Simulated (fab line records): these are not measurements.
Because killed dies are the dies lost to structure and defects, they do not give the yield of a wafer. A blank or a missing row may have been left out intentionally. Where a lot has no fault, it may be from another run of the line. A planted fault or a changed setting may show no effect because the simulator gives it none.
Lot-split experiment / flow n5_finfet / route with 1938 steps; 7 lots, 39 wafers read

## ABOUT THE SPLIT
At N5_FIN_SAQP_PECVD_06 (deposits a-Si from SiH4/He, target thk 60 nm, time 48.1 s), the setting time_s was moved away from the recipe's 48.1 s on 6 of the 39 wafers read, by +20.1% to +40.9%. This setting was run at the recipe's value on the other wafers.

## FROM THE SPLIT TO THE READING: what the file shows between them, 5 steps
- N5_FIN_SAQP_THK_MEAS_07
- N5_FIN_SAQP_HM_DEP_72: deposits SiO2 from SiH4/N2O, target thk 12 nm, time 7.2 s
- N5_FIN_SAQP_COAT_49: time 60 s, resist thk 100 nm
- N5_FIN_SAQP_HM_OPEN_73: chemistry CHF3/O2, target SiO2, stops on a-Si, target depth 12 nm, time 16.8 s
- N5_FIN_SAQP_STRIP_74: strips in CHF3/O2

## THE READING
oes_product_au, in a.u., at N5_FIN_SAQP_MANDREL_ETCH_22 (etches a-Si in HBr/Cl2, stops on SiNx, target depth 60 nm, bt time 10 s, time 30 s). Typical for fault-free wafers on this fab line: 0.764 a.u., with standard deviation 0.015 a.u.

wafer=L077.1; tool, chamber at the split=pecvd-02, 1; time_s as run, s=48.1; against the recipe=recipe; oes_product_au, a.u.=0.750; against lot-mates on the recipe=-
wafer=L077.2; tool, chamber at the split=pecvd-02, 0; time_s as run, s=48.1; against the recipe=recipe; oes_product_au, a.u.=0.782; against lot-mates on the recipe=-
wafer=L077.3; tool, chamber at the split=pecvd-02, 2; time_s as run, s=48.1; against the recipe=recipe; oes_product_au, a.u.=0.762; against lot-mates on the recipe=-
wafer=L077.4; tool, chamber at the split=pecvd-02, 1; time_s as run, s=48.1; against the recipe=recipe; oes_product_au, a.u.=0.752; against lot-mates on the recipe=-
wafer=L077.5; tool, chamber at the split=pecvd-02, 0; time_s as run, s=48.1; against the recipe=recipe; oes_product_au, a.u.=0.769; against lot-mates on the recipe=-
wafer=L077.6; tool, chamber at the split=pecvd-02, 2; time_s as run, s=48.1; against the recipe=recipe; oes_product_au, a.u.=0.744; against lot-mates on the recipe=-
wafer=L078.1; tool, chamber at the split=pecvd-01, 1; time_s as run, s=48.1; against the recipe=recipe; oes_product_au, a.u.=0.753; against lot-mates on the recipe=-
wafer=L078.2; tool, chamber at the split=pecvd-01, 0; time_s as run, s=57.79; against the recipe=+20.1%; oes_product_au, a.u.=0.838; against lot-mates on the recipe=+0.077
wafer=L078.3; tool, chamber at the split=pecvd-01, 2; time_s as run, s=57.79; against the recipe=+20.1%; oes_product_au, a.u.=0.844; against lot-mates on the recipe=+0.083
wafer=L078.4; tool, chamber at the split=pecvd-01, 1; time_s as run, s=48.1; against the recipe=recipe; oes_product_au, a.u.=0.769; against lot-mates on the recipe=-
wafer=L078.5; tool, chamber at the split=pecvd-01, 0; time_s as run, s=57.79; against the recipe=+20.1%; oes_product_au, a.u.=0.855; against lot-mates on the recipe=+0.094
wafer=L078.6; tool, chamber at the split=pecvd-01, 2; time_s as run, s=48.1; against the recipe=recipe; oes_product_au, a.u.=0.762; against lot-mates on the recipe=-
wafer=L080.2; tool, chamber at the split=pecvd-02, 2; time_s as run, s=48.1; against the recipe=recipe; oes_product_au, a.u.=0.747; against lot-mates on the recipe=-
wafer=L080.3; tool, chamber at the split=pecvd-02, 0; time_s as run, s=48.1; against the recipe=recipe; oes_product_au, a.u.=0.752; against lot-mates on the recipe=-
wafer=L080.4; tool, chamber at the split=pecvd-02, 1; time_s as run, s=48.1; against the recipe=recipe; oes_product_au, a.u.=0.773; against lot-mates on the recipe=-
wafer=L082.1; tool, chamber at the split=pecvd-01, 0; time_s as run, s=48.1; against the recipe=recipe; oes_product_au, a.u.=0.763; against lot-mates on the recipe=-
wafer=L082.2; tool, chamber at the split=pecvd-01, 2; time_s as run, s=48.1; against the recipe=recipe; oes_product_au, a.u.=0.794; against lot-mates on the recipe=-
wafer=L082.3; tool, chamber at the split=pecvd-01, 1; time_s as run, s=48.1; against the recipe=recipe; oes_product_au, a.u.=0.763; against lot-mates on the recipe=-
wafer=L082.4; tool, chamber at the split=pecvd-01, 2; time_s as run, s=48.1; against the recipe=recipe; oes_product_au, a.u.=0.777; against lot-mates on the recipe=-
wafer=L082.5; tool, chamber at the split=pecvd-01, 1; time_s as run, s=48.1; against the recipe=recipe; oes_product_au, a.u.=0.766; against lot-mates on the recipe=-
wafer=L082.6; tool, chamber at the split=pecvd-01, 0; time_s as run, s=48.1; against the recipe=recipe; oes_product_au, a.u.=0.795; against lot-mates on the recipe=-
wafer=L089.1; tool, chamber at the split=pecvd-01, 1; time_s as run, s=48.1; against the recipe=recipe; oes_product_au, a.u.=0.763; against lot-mates on the recipe=-
wafer=L089.2; tool, chamber at the split=pecvd-01, 2; time_s as run, s=48.1; against the recipe=recipe; oes_product_au, a.u.=0.790; against lot-mates on the recipe=-
wafer=L089.3; tool, chamber at the split=pecvd-01, 0; time_s as run, s=48.1; against the recipe=recipe; oes_product_au, a.u.=0.771; against lot-mates on the recipe=-
wafer=L089.4; tool, chamber at the split=pecvd-01, 0; time_s as run, s=48.1; against the recipe=recipe; oes_product_au, a.u.=0.748; against lot-mates on the recipe=-
wafer=L089.5; tool, chamber at the split=pecvd-01, 1; time_s as run, s=48.1; against the recipe=recipe; oes_product_au, a.u.=0.751; against lot-mates on the recipe=-
wafer=L089.6; tool, chamber at the split=pecvd-01, 2; time_s as run, s=48.1; against the recipe=recipe; oes_product_au, a.u.=0.777; against lot-mates on the recipe=-
wafer=L093.1; tool, chamber at the split=pecvd-01, 2; time_s as run, s=67.79; against the recipe=+40.9%; oes_product_au, a.u.=0.952; against lot-mates on the recipe=+0.183
wafer=L093.2; tool, chamber at the split=pecvd-01, 0; time_s as run, s=48.1; against the recipe=recipe; oes_product_au, a.u.=0.751; against lot-mates on the recipe=-
wafer=L093.3; tool, chamber at the split=pecvd-01, 1; time_s as run, s=67.79; against the recipe=+40.9%; oes_product_au, a.u.=0.986; against lot-mates on the recipe=+0.217
wafer=L093.4; tool, chamber at the split=pecvd-01, 2; time_s as run, s=48.1; against the recipe=recipe; oes_product_au, a.u.=0.786; against lot-mates on the recipe=-
wafer=L093.5; tool, chamber at the split=pecvd-01, 0; time_s as run, s=48.1; against the recipe=recipe; oes_product_au, a.u.=0.769; against lot-mates on the recipe=-
wafer=L093.6; tool, chamber at the split=pecvd-01, 1; time_s as run, s=67.79; against the recipe=+40.9%; oes_product_au, a.u.=0.966; against lot-mates on the recipe=+0.197
wafer=L097.1; tool, chamber at the split=pecvd-01, 1; time_s as run, s=48.1; against the recipe=recipe; oes_product_au, a.u.=0.751; against lot-mates on the recipe=-
wafer=L097.2; tool, chamber at the split=pecvd-01, 2; time_s as run, s=48.1; against the recipe=recipe; oes_product_au, a.u.=0.740; against lot-mates on the recipe=-
wafer=L097.3; tool, chamber at the split=pecvd-01, 0; time_s as run, s=48.1; against the recipe=recipe; oes_product_au, a.u.=0.776; against lot-mates on the recipe=-
wafer=L097.4; tool, chamber at the split=pecvd-01, 0; time_s as run, s=48.1; against the recipe=recipe; oes_product_au, a.u.=0.771; against lot-mates on the recipe=-
wafer=L097.5; tool, chamber at the split=pecvd-01, 2; time_s as run, s=48.1; against the recipe=recipe; oes_product_au, a.u.=0.755; against lot-mates on the recipe=-
wafer=L097.6; tool, chamber at the split=pecvd-01, 1; time_s as run, s=48.1; against the recipe=recipe; oes_product_au, a.u.=0.761; against lot-mates on the recipe=-

THE FIT
A straight line over all 39 wafers: oes_product_au changes by +0.0048 a.u. for each +1% of time_s; r = +0.97; the points scatter about the line by 0.015 a.u.
The same after taking each lot's own level away (the mean of its wafers on the recipe; 39 wafers): +0.00475 a.u. for each +1%; r = +0.97; scatter 0.013 a.u.
Per that fit: largest time_s move, reading shift of 0.19 a.u.
From 0.7573 to 0.7763 a.u.: that is the span of the lots' own levels, equal to 1.3 times the standard deviation above.
The two slopes are in agreement: the lot-to-lot level therefore moves the slope only a little.
Check: for one of the wafers moved furthest among these (+40.9%), held out of the fit, the line's prediction against its lot-mates is +0.198 a.u. It came out at +0.183 a.u. against them.

## THESE WAFERS: OTHER SPLITS
Other splits were also applied to these wafers ahead of the reading. Each is held against what the fit with the lots' levels taken away leaves over:
other split on the same wafers=N5_ZERO_LAYER_DEVELOP_10 develop_time_s; wafers away from the commonest value=12; r with oes_product_au (lot level and that fit taken away)=-0.23

## THE WHOLE CHAIN: every reading that the file lists as answering this split, in the file's order
step=N5_FIN_SAQP_PECVD_06; what it does=deposits a-Si from SiH4/He, target thk 60 nm, time 48.1 s; reading=a-Si_of_FIN_SAQP_PECVD_06.thk_nm (the simulator's own value, which no gauge read); change (the file's fit)=+0.601 nm for each +1% of the setting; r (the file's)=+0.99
step=N5_FIN_SAQP_THK_MEAS_07; what it does=; reading=thk_nm; change (the file's fit)=withheld for each +1% of the setting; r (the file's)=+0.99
step=N5_FIN_SAQP_MANDREL_ETCH_22; what it does=etches a-Si in HBr/Cl2, stops on SiNx, target depth 60 nm, bt time 10 s, time 30 s; reading=oes_product_au; change (the file's fit)=+0.00474 a.u. for each +1% of the setting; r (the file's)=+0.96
step=N5_FIN_SAQP_MANDREL_ETCH_22; what it does=etches a-Si in HBr/Cl2, stops on SiNx, target depth 60 nm, bt time 10 s, time 30 s; reading=etch.depth_nm (the simulator's own value, which no gauge read); change (the file's fit)=+0.602 nm for each +1% of the setting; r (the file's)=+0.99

## FILE'S OWN FIT
oes_product_au changes by +0.00474 a.u. for each +1% of time_s, r = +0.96.
